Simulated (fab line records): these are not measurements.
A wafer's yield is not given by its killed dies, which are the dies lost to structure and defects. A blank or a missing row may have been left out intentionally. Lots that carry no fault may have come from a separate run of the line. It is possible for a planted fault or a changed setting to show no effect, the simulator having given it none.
fab line records | flow n5_finfet
[record] lots = 7 | wafers = 21 | last_day = 20
route steps=1938 shown WELL_APT@35 PASSIVATION@1936
lots untouched by any fault: they come from a run of this same line in which no faults occurred
start_h: hours from the record's first day to the start of the lot's first wafer shown | wait_h: how many hours have passed since the lot's step before this one | " unchanged from the row above | L1.1+2: a single row standing in for several wafers | - no value present, or no start provided | * or withheld: withheld | < > ~ a bound
route shown NAME@n: a module of which the file shows steps, and the number in the route of the first | usual: mean/standard deviation of fault-free wafers | same: alike in all rows | chamber/n: place in a boat | sites: each site's reading | _std_site: the standard deviation of these | _edge_site: mean of outer sites minus mean of inner sites | radius_mm: for every site, how far away it sits from the centre of the wafer | mask NAME#n: copy n | behind: the last tool/chamber to shape the wafer | hold: why the lot was held/for how many hours/how that ended | device: names the non-switching transistor (n, p or np) | end of line: the route-end tests of the same wafers | a step with no rows: only its recipe | killed: at the first sort, the dies lost to defects and structure; wafer yield is something else | map: dies across one wafer; x = killed, . = not, _ = none there
set.NAME: the setting the step ran with; set.NAME@STEP: the setting that earlier step ran with | model.NAME: the simulator's own value behind a step, which no gauge read
lots at selected steps of the route; one table per step, one row per wafer
services: a tool's chamber out of use, with start hour (start_h, from the record's first day; less than 0 if before it), hours out, and reason
[[steps]]
[step N5_WELL_APT_HMDS_18]
[recipe] time_s = 60 | temp_c = 120
[step N5_WELL_APT_COAT_19]
[recipe] spin_rpm = 1357 | resist_thk_nm = 950
[step N5_WELL_APT_EBR_21]
[recipe] solvent = PGMEA | ebr_width_mm = 1.5
[step N5_WELL_APT_SOFTBAKE_20]
[recipe] temp_c = 130 | time_s = 60
[step N5_WELL_APT_EXPOSE_22]
[recipe] mask_id = PWELL | na = 0.8 | source_shape = conventional | sigma_outer = 0.8 | polarization = unpolarized | defocus_nm = 0 | target_cd_nm = 200 | dose_mj = 23.2
[step N5_WELL_APT_PEB_23]
[recipe] peb_temp_c = 130 | peb_time_s = 90
[step N5_WELL_APT_DEVELOP_24]
[recipe] develop_time_s = 45 | rinse_liquid = surfactant_rinse | dry = air_spin | dev_temp_c = 21
[step N5_WELL_APT_HARDBAKE_29]
[recipe] temp_c = 130 | time_s = 120
[step N5_WELL_APT_CD_MEAS_25]
[recipe] target_cd_nm = 200 | landing_energy_ev = 500 | detector = se_inlens
[usual] cd_nm = 200.3/2.7
lot.wafer | tool      | chamber | start_h | wait_h | cd_nm
L330.1    | cd_sem-02 | 0       | 14.93   | -      | 200.6
L330.4    | "         | 0       | "       | "      | 196.2
L330.6    | "         | 0       | "       | "      | 199.1
L335.2    | cd_sem-03 | 0       | 44.82   | -      | 202.2
L335.3    | "         | 0       | "       | "      | 197.2
L335.5    | "         | 0       | "       | "      | 198.8
L336.2    | cd_sem-02 | 0       | 50.72   | -      | 199.7
L336.4    | "         | 0       | "       | "      | 196.2
L336.5    | "         | 0       | "       | "      | 202.8
L337.1    | cd_sem-01 | 0       | 56.93   | -      | 203.6
L337.5    | "         | 0       | "       | "      | 199.8
L337.6    | "         | 0       | "       | "      | 200.8
L338.1    | cd_sem-01 | 0       | 62.95   | -      | 196.5
L338.3    | "         | 0       | "       | "      | 197.1
L338.6    | "         | 0       | "       | "      | 201.2
L351.1    | cd_sem-02 | 0       | 140.80  | -      | 197.8
L351.3    | "         | 0       | "       | "      | 196.7
L351.6    | "         | 0       | "       | "      | 197.5
L353.2    | cd_sem-02 | 0       | 153.25  | -      | 202.7
L353.3    | "         | 0       | "       | "      | 198.7
L353.5    | "         | 0       | "       | "      | 199.3
[step N5_WELL_APT_OVL_MEAS_26]
[recipe] points_per_wafer = 44
[usual] PWELL_OVL = 2/5.8
lot.wafer | tool       | chamber | start_h | wait_h | PWELL_OVL[nm]
L330.1    | overlay-02 | 0       | 14.96   | 0.0    | 10
L330.4    | "          | 0       | "       | "      | 7
L330.6    | "          | 0       | "       | "      | 3
L335.2    | overlay-01 | 0       | 44.85   | 0.0    | 0
L335.3    | "          | 0       | "       | "      | -10
L335.5    | "          | 0       | "       | "      | 3
L336.2    | overlay-02 | 0       | 50.75   | 0.0    | 9
L336.4    | "          | 0       | "       | "      | 0
L336.5    | "          | 0       | "       | "      | 5
L337.1    | overlay-01 | 0       | 56.96   | 0.0    | -1
L337.5    | "          | 0       | "       | "      | -5
L337.6    | "          | 0       | "       | "      | 2
L338.1    | overlay-01 | 0       | 62.98   | 0.0    | 2
L338.3    | "          | 0       | "       | "      | -3
L338.6    | "          | 0       | "       | "      | -11
L351.1    | overlay-01 | 0       | 140.83  | 0.0    | 0
L351.3    | "          | 0       | "       | "      | 17
L351.6    | "          | 0       | "       | "      | 5
L353.2    | overlay-02 | 0       | 153.28  | 0.0    | 6
L353.3    | "          | 0       | "       | "      | 7
L353.5    | "          | 0       | "       | "      | 10
[step N5_WELL_APT_INSPECT_27]
[recipe] mode = adi | inspect_instrument = macro
[usual] raw_defect_count = 1.9/1.4
lot.wafer | tool              | chamber | start_h | wait_h | raw_defect_count
L330.1    | defect_inspect-02 | -       | 14.99   | 0.0    | 2
L330.4    | "                 | -       | "       | "      | 0
L330.6    | "                 | -       | "       | "      | 0
L335.2    | defect_inspect-02 | -       | 44.88   | 0.0    | 0
L335.3    | "                 | -       | "       | "      | 1
L335.5    | "                 | -       | "       | "      | 0
L336.2    | defect_inspect-01 | -       | 50.77   | 0.0    | 2
L336.4    | "                 | -       | "       | "      | 3
L336.5    | "                 | -       | "       | "      | 2
L337.1    | defect_inspect-02 | -       | 56.99   | 0.0    | 1
L337.5    | "                 | -       | "       | "      | 4
L337.6    | "                 | -       | "       | "      | 1
L338.1    | defect_inspect-02 | -       | 63.00   | 0.0    | 1
L338.3    | "                 | -       | "       | "      | 1
L338.6    | "                 | -       | "       | "      | 0
L351.1    | defect_inspect-02 | -       | 140.86  | 0.0    | 1
L351.3    | "                 | -       | "       | "      | 3
L351.6    | "                 | -       | "       | "      | 1
L353.2    | defect_inspect-02 | -       | 153.30  | 0.0    | 2
L353.3    | "                 | -       | "       | "      | 0
L353.5    | "                 | -       | "       | "      | 1
[step N5_WELL_APT_DESCUM_30]
[recipe] chemistry = O2 | time_s = 7.9 | source_power_w = 50 | bias_power_w = 20 | pressure_mtorr = 20 | rf_frequency_hz = 2.712e+07 | temp_c = 40 | o2_flow_sccm = 225
[usual] bias_power_w = 20.01/0.064 | drypump_motor_current_A = 5.6/0.41 | o2_flow_sccm = 225.0/0.69 | oes_product_au = 0.77/0.06 | rf_vpp_V = 243.0/1.5 | showerhead_plenum_p_Torr = 2.09/0.075 | throttle_valve_pct = 20.44/0.24
[same] time_s = 7.9
lot.wafer | tool        | chamber | start_h | wait_h | bias_power_w | drypump_motor_current_A | o2_flow_sccm | oes_product_au | rf_hours_counter_h | rf_vpp_V | showerhead_plenum_p_Torr | throttle_valve_pct
L330.1    | rie_diel-04 | 2       | 16.20   | 1.2    | 20.01        | 5.6                     | 225.2        | 0.70           | 235                | 245.1    | 2.13                     | 20.78
L330.4    | "           | 0       | "       | "      | 20.08        | 5.8                     | 224.5        | 0.85           | 74                 | 244.6    | 2.15                     | 20.12
L330.6    | "           | 1       | "       | "      | 19.94        | 6.1                     | 225.6        | 0.78           | -                  | 242.6    | 2.02                     | 20.54
L335.2    | rie_diel-01 | 2       | 44.98   | 0.1    | 20.05        | 5.1                     | 224.0        | 0.75           | 159                | 243.1    | 2.08                     | 20.49
L335.3    | "           | 0       | "       | "      | 20.05        | 6.2                     | 224.8        | 0.71           | 187                | 243.9    | 2.19                     | 20.68
L335.5    | "           | 3       | "       | "      | 19.96        | 5.1                     | 225.1        | 0.81           | -                  | 242.8    | 2.04                     | 20.58
L336.2    | rie_diel-01 | 1       | 50.80   | 0.0    | 20.00        | 5.8                     | 224.5        | 0.86           | 64                 | 246.8    | 2.21                     | 20.08
L336.4    | "           | 3       | "       | "      | 20.08        | 5.1                     | 223.7        | 0.81           | 91                 | 242.5    | 2.04                     | 20.59
L336.5    | "           | 0       | "       | "      | 19.98        | 6.2                     | 226.4        | 0.72           | -                  | 245.0    | 2.19                     | 20.69
L337.1    | rie_diel-05 | 3       | 57.02   | 0.0    | 20.00        | 5.4                     | 224.4        | 0.70           | 192                | 240.9    | 2.00                     | 20.40
L337.5    | "           | 1       | "       | "      | 19.97        | 6.2                     | 226.2        | 0.82           | -                  | 243.5    | 2.12                     | 20.78
L337.6    | "           | 2       | "       | "      | 20.13        | 5.3                     | 225.3        | 0.73           | -                  | 244.0    | 2.15                     | 20.31
L338.1    | rie_diel-05 | 0       | 63.03   | 0.0    | 20.01        | 5.1                     | 224.6        | 0.77           | 150                | 241.5    | 1.97                     | 20.02
L338.3    | "           | 3       | "       | "      | 19.99        | 5.5                     | 225.9        | 0.70           | 194                | 242.9    | 2.00                     | 20.40
L338.6    | "           | 2       | "       | "      | 20.07        | 5.3                     | 225.8        | 0.73           | -                  | 245.1    | 2.15                     | 20.30
L351.1    | rie_diel-01 | 2       | 140.89  | 0.0    | 20.02        | 5.1                     | 225.2        | 0.73           | 193                | 244.6    | 2.07                     | 20.57
L351.3    | "           | 0       | "       | "      | 20.07        | 6.2                     | 225.4        | 0.70           | 221                | 245.0    | 2.18                     | 20.74
L351.6    | "           | 0       | "       | "      | 20.00        | 6.2                     | 225.4        | 0.70           | -                  | 244.2    | 2.18                     | 20.72
L353.2    | rie_diel-04 | 0       | 153.34  | 0.0    | 19.87        | 5.8                     | 225.2        | 0.80           | 125                | 242.4    | 2.13                     | 20.18
L353.3    | "           | 2       | "       | "      | 19.99        | 5.6                     | 225.2        | 0.92           | 25                 | 245.0    | 2.11                     | 20.40
L353.5    | "           | 3       | "       | "      | 20.01        | 5.5                     | 224.9        | 0.77           | -                  | 241.1    | 2.04                     | 20.58
[step N5_WELL_APT_IMPLANT_31]
[recipe] species = B | energy_kev = 60 | dose_cm2 = 1.5e+13 | tilt_deg = 0 | rotation_deg = 0
[usual] dose_ions_cm2 = 1.5e+13/1.7e+10 | faraday_current_uA = 191/3.7
lot.wafer | tool         | chamber | start_h | wait_h | dose_ions_cm2 | faraday_current_uA
L330.1    | implanter-01 | 0       | 16.30   | 0.1    | 1.5009e+13    | 195
L330.4    | "            | 0       | "       | "      | 1.4995e+13    | 184
L330.6    | "            | 0       | "       | "      | 1.4996e+13    | 197
L335.2    | implanter-02 | 0       | 45.11   | 0.1    | 2.1352e+13    | 271
L335.3    | "            | 0       | "       | "      | 2.1368e+13    | 270
L335.5    | "            | 0       | "       | "      | 2.1356e+13    | 268
L336.2    | implanter-02 | 0       | 50.93   | 0.1    | 2.1382e+13    | 268
L336.4    | "            | 0       | "       | "      | 2.1352e+13    | 276
L336.5    | "            | 0       | "       | "      | 2.136e+13     | 268
L337.1    | implanter-02 | 0       | 57.12   | 0.1    | 2.1317e+13    | 281
L337.5    | "            | 0       | "       | "      | 2.1328e+13    | 274
L337.6    | "            | 0       | "       | "      | 2.1346e+13    | 275
L338.1    | implanter-01 | 0       | 63.13   | 0.1    | 1.5018e+13    | 187
L338.3    | "            | 0       | "       | "      | 1.5019e+13    | 188
L338.6    | "            | 0       | "       | "      | 1.5025e+13    | 189
L351.1    | implanter-01 | 0       | 140.99  | 0.1    | 1.5003e+13    | 191
L351.3    | "            | 0       | "       | "      | 1.4995e+13    | 195
L351.6    | "            | 0       | "       | "      | 1.5007e+13    | 189
L353.2    | implanter-02 | 0       | 153.47  | 0.1    | 1.4986e+13    | 184
L353.3    | "            | 0       | "       | "      | 1.5005e+13    | 189
L353.5    | "            | 0       | "       | "      | 1.5005e+13    | 183
[step N5_WELL_APT_IMPLANT_32]
[recipe] species = BF2 | energy_kev = 50 | dose_cm2 = 2e+13 | tilt_deg = 0 | rotation_deg = 0
[step N5_PASSIVATION_PROBE_49]
[usual] killed_at_M0_to_M3 = 36/10 | killed_at_M4_up = 14/5.2 | killed_at_contacts = 12/6 | killed_at_front_end = 37/10 | killed_at_other = 4/3.3 | killed_dies = 104/18 | killed_open = 68/14 | killed_short = 34/7.4
[same] gross_dies = 1180 | killed_at_back_side = 0
lot.wafer | tool      | chamber | start_h | wait_h | killed_at_M0_to_M3 | killed_at_M4_up | killed_at_contacts | killed_at_front_end | killed_at_other | killed_dies | killed_open | killed_short
L330.1    | prober-01 | -       | 301.20  | 0.0    | 31                 | 14              | 5                  | 52                  | 1               | 103         | 62          | 37
L330.4    | prober-01 | -       | 301.35  | 0.2    | 31                 | 12              | 19                 | 33                  | 1               | 96          | 57          | 39
L330.6    | prober-01 | -       | 301.45  | 0.3    | 50                 | 16              | 14                 | 40                  | 2               | 122         | 83          | 39
L335.2    | prober-01 | -       | 344.35  | 0.1    | 41                 | 13              | 9                  | 21                  | 1               | 85          | 60          | 24
L335.3    | prober-01 | -       | 344.40  | 0.1    | 34                 | 11              | 13                 | 30                  | 4               | 92          | 60          | 32
L335.5    | prober-01 | -       | 344.50  | 0.2    | 43                 | 18              | 8                  | 45                  | 3               | 117         | 82          | 34
L338.1    | prober-02 | -       | 348.15  | 0.0    | 59                 | 13              | 14                 | 32                  | 6               | 124         | 88          | 34
L338.3    | prober-02 | -       | 348.25  | 0.1    | 36                 | 21              | 19                 | 43                  | 8               | 127         | 88          | 37
L338.6    | prober-02 | -       | 348.40  | 0.3    | 71                 | 21              | 10                 | 39                  | 10              | 151         | 110         | 39
L336.2    | prober-01 | -       | 362.82  | 0.1    | 27                 | 15              | 22                 | 54                  | 7               | 125         | 82          | 43
L336.4    | prober-01 | -       | 362.92  | 0.2    | 33                 | 10              | 12                 | 41                  | 0               | 96          | 61          | 35
L336.5    | prober-01 | -       | 362.97  | 0.2    | 36                 | 6               | 17                 | 59                  | 2               | 120         | 84          | 36
L337.1    | prober-01 | -       | 377.98  | 0.0    | 30                 | 11              | 13                 | 42                  | 5               | 101         | 69          | 29
L337.5    | prober-01 | -       | 378.18  | 0.2    | 44                 | 20              | 10                 | 49                  | 8               | 131         | 81          | 48
L337.6    | prober-01 | -       | 378.23  | 0.3    | 37                 | 17              | 9                  | 40                  | 5               | 108         | 62          | 43
L351.1    | prober-02 | -       | 488.66  | 0.0    | 42                 | 8               | 25                 | 28                  | 14              | 117         | 82          | 32
L351.3    | prober-02 | -       | 488.76  | 0.1    | 35                 | 7               | 27                 | 16                  | 2               | 87          | 65          | 21
L351.6    | prober-02 | -       | 488.91  | 0.3    | 55                 | 11              | 9                  | 43                  | 13              | 131         | 74          | 47
// killed by level:class
L330.1 FIN_SAQP:geometric_particle:open=27 FIN_SAQP:geometric_particle:short=9 BEOL_M1:geometric_particle:open=9 BEOL_M0_SAQP:geometric_particle:short=6 BEOL_M4:geometric_particle:open=6 MOL_CONTACT_COAG:geometric_particle:open=5 BEOL_M0_SAQP:geometric_particle:open=5 BEOL_M0:geometric_particle:short=4
L330.4 MOL_CONTACT_COAG:geometric_particle:open=14 BEOL_M1:geometric_particle:open=10 STI_FIN_REVEAL:geometric_particle:open=9 BEOL_M0_SAQP:geometric_particle:short=8 FIN_SAQP:geometric_particle:short=7 DUMMY_GATE:geometric_particle:open=6 GATE_CUT:geometric_particle:short=5 MOL_CONTACT_COAG:geometric_particle:short=5
L330.6 FIN_SAQP:geometric_particle:open=17 BEOL_M0_SAQP:geometric_particle:open=16 BEOL_M1:geometric_particle:open=14 MOL_CONTACT_COAG:geometric_particle:open=11 BEOL_M0_SAQP:geometric_particle:short=11 FIN_SAQP:geometric_particle:short=10 BEOL_M4:geometric_particle:open=8 BEOL_M2:geometric_particle:open=4
L335.2 BEOL_M0_SAQP:geometric_particle:open=11 BEOL_M2:geometric_particle:open=10 MOL_CONTACT_COAG:geometric_particle:open=6 BEOL_M3:geometric_particle:open=6 BEOL_M4:geometric_particle:open=5 BEOL_M0_SAQP:geometric_particle:short=4 BEOL_M3:geometric_particle:short=4 FIN_SAQP:geometric_particle:open=3
L335.3 BEOL_M1:geometric_particle:open=12 MOL_CONTACT_COAG:geometric_particle:open=10 BEOL_M0_SAQP:geometric_particle:open=9 DUMMY_GATE:geometric_particle:open=6 GATE_CUT:geometric_particle:short=4 BEOL_M2:geometric_particle:open=4 BEOL_M3:geometric_particle:open=4 STARTING-WAFER:geometric_particle:short=4
L335.5 BEOL_M2:geometric_particle:open=12 BEOL_M3:geometric_particle:open=12 FIN_SAQP:geometric_particle:short=11 FIN_SAQP:geometric_particle:open=8 MOL_CONTACT_COAG:geometric_particle:open=7 BEOL_M4:geometric_particle:open=7 STI_FIN_REVEAL:geometric_particle:open=6 BEOL_M0_SAQP:geometric_particle:short=5
L338.1 BEOL_M2:geometric_particle:open=17 MOL_CONTACT_COAG:geometric_particle:open=10 BEOL_M1:geometric_particle:open=9 STI_FIN_REVEAL:geometric_particle:open=9 BEOL_M0_SAQP:geometric_particle:open=8 FIN_SAQP:geometric_particle:short=7 BEOL_M0:geometric_particle:open=7 BEOL_M0_SAQP:geometric_particle:short=6
L338.3 MOL_CONTACT_COAG:geometric_particle:open=17 BEOL_M4:geometric_particle:open=14 BEOL_M3:geometric_particle:open=11 ILD0:geometric_particle:short=9 DUMMY_GATE:geometric_particle:open=8 BEOL_M2:geometric_particle:open=7 MIM_TOP_ETCH:geometric_particle:short=6 GATE_CUT:geometric_particle:short=5
L338.6 BEOL_M0_SAQP:geometric_particle:open=16 BEOL_M3:geometric_particle:open=15 BEOL_M0_SAQP:geometric_particle:short=14 STI_FIN_REVEAL:geometric_particle:open=10 BEOL_M4:geometric_particle:open=9 FIN_SAQP:geometric_particle:open=8 BEOL_M2:geometric_particle:open=8 MOL_CONTACT_COAG:geometric_particle:open=8
L336.2 FIN_SAQP:geometric_particle:open=20 MOL_CONTACT_COAG:geometric_particle:open=13 FIN_SAQP:geometric_particle:short=9 MOL_CONTACT_COAG:geometric_particle:short=9 GATE_CUT:geometric_particle:short=7 BEOL_M3:geometric_particle:open=7 BEOL_M1:geometric_particle:open=6 BEOL_M0_SAQP:geometric_particle:open=5
L336.4 FIN_SAQP:geometric_particle:short=9 STI_FIN_REVEAL:geometric_particle:open=9 MOL_CONTACT_COAG:geometric_particle:open=9 BEOL_M0_SAQP:geometric_particle:short=7 BEOL_M3:geometric_particle:open=7 FIN_SAQP:geometric_particle:open=6 BEOL_M0_SAQP:geometric_particle:open=4 BEOL_M0:geometric_particle:open=4
L336.5 FIN_SAQP:geometric_particle:open=18 MOL_CONTACT_COAG:geometric_particle:open=15 BEOL_M3:geometric_particle:open=12 STI_FIN_REVEAL:geometric_particle:open=9 FIN_SAQP:geometric_particle:short=8 BEOL_M1:geometric_particle:open=7 BEOL_M0_SAQP:geometric_particle:short=6 GATE_CUT:geometric_particle:short=5
L337.1 FIN_SAQP:geometric_particle:open=13 MOL_CONTACT_COAG:geometric_particle:open=11 BEOL_M0_SAQP:geometric_particle:open=8 FIN_SAQP:geometric_particle:short=7 STI_FIN_REVEAL:geometric_particle:open=7 BEOL_M0_SAQP:geometric_particle:short=6 BEOL_M2:geometric_particle:open=6 DUMMY_GATE:geometric_particle:open=5
L337.5 BEOL_M0_SAQP:geometric_particle:short=20 FIN_SAQP:geometric_particle:short=11 STI_FIN_REVEAL:geometric_particle:open=11 FIN_SAQP:geometric_particle:open=8 MOL_CONTACT_COAG:geometric_particle:open=8 BEOL_M4:geometric_particle:open=8 BEOL_M0_SAQP:geometric_particle:open=7 BEOL_M2:geometric_particle:open=7
L337.6 BEOL_M0_SAQP:geometric_particle:short=11 BEOL_M0_SAQP:geometric_particle:open=11 FIN_SAQP:geometric_particle:short=10 FIN_SAQP:geometric_particle:open=8 MOL_CONTACT_COAG:geometric_particle:open=8 BEOL_M3:geometric_particle:open=8 STARTING-WAFER:geometric_particle:short=8 BEOL_M4:geometric_particle:open=6
L351.1 MOL_CONTACT_COAG:geometric_particle:open=25 FIN_SAQP:geometric_particle:open=11 BEOL_M0_SAQP:geometric_particle:short=11 BEOL_M2:geometric_particle:open=9 BEOL_M0_SAQP:geometric_particle:open=8 BEOL_M3:geometric_particle:open=6 STI_FIN_REVEAL:geometric_particle:open=4 MIM_TOP_ETCH:geometric_particle:open=4
L351.3 MOL_CONTACT_COAG:geometric_particle:open=22 BEOL_M2:geometric_particle:open=7 FIN_SAQP:geometric_particle:open=6 BEOL_M1:geometric_particle:open=6 BEOL_M0_SAQP:geometric_particle:open=6 STI_FIN_REVEAL:geometric_particle:open=5 MOL_CONTACT_COAG:geometric_particle:short=5 BEOL_M0_SAQP:geometric_particle:short=5
L351.6 BEOL_M0_SAQP:geometric_particle:open=16 BEOL_M0_SAQP:geometric_particle:short=15 FIN_SAQP:geometric_particle:short=14 FIN_SAQP:geometric_particle:open=12 PASSIVATION:area_etch=8 DUMMY_GATE:geometric_particle:open=6 MOL_CONTACT_COAG:geometric_particle:open=6 BEOL_M3:geometric_particle:open=6
[[services]]
tool         | chamber | start_h | hours | kind
implanter-01 | -       | 24.84   | 3.1   | repair
implanter-01 | -       | 30.98   | 4.1   | repair
rie_diel-04  | 2       | 60.97   | -     | clean
rie_diel-04  | 2       | 60.97   | -     | consumable_replace:focus_ring
rie_diel-04  | 2       | 60.97   | 17.9  | scheduled_down
rie_diel-04  | 2       | 60.97   | 17.9  | vent_cycle
implanter-02 | -       | 60.98   | 2.0   | repair
implanter-02 | -       | 63.10   | 2.8   | repair
implanter-01 | -       | 79.25   | 3.4   | pm
implanter-01 | -       | 83.25   | 1.6   | repair
implanter-02 | -       | 119.03  | 5.2   | pm
implanter-02 | -       | 144.35  | 3.0   | repair
[[key]]
[first_sign] step = N5_WELL_APT_IMPLANT_31 | reading = dose_ions_cm2 | direction = up | sigmas = 99+ | usual = 1.5e+13 | struck = 2.1351e+13
[effect] step = N5_WELL_APT_IMPLANT_31 | reading = faraday_current_uA | direction = up | sigmas = 22 | usual = 191 | struck = 272
met_at N5_WELL_APT_IMPLANT_31
struck_wafers L335.2,L335.3,L335.5,L336.2,L336.4,L336.5,L337.1,L337.5,L337.6
tester_left_out L335,L336,L337
[fault] kind = process_parameter_drift | tool = implanter-02 | chamber = - | onset_h = 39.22 | steps = N5_WELL_APT_IMPLANT_31 | channel = dose_cm2 | offset = 6.349e+12 | shape = step | end_h = 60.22 | acts_in = these_recipes_only | stated = 1.5e+13
// tester_left_out: of these lots the tester's yield and bins aren't shown, on N5 and GAA mostly nor the transistor test; their killed dies are dies lost to structure and defects alone, not to doping, threshold or leakage, so they don't give the yield
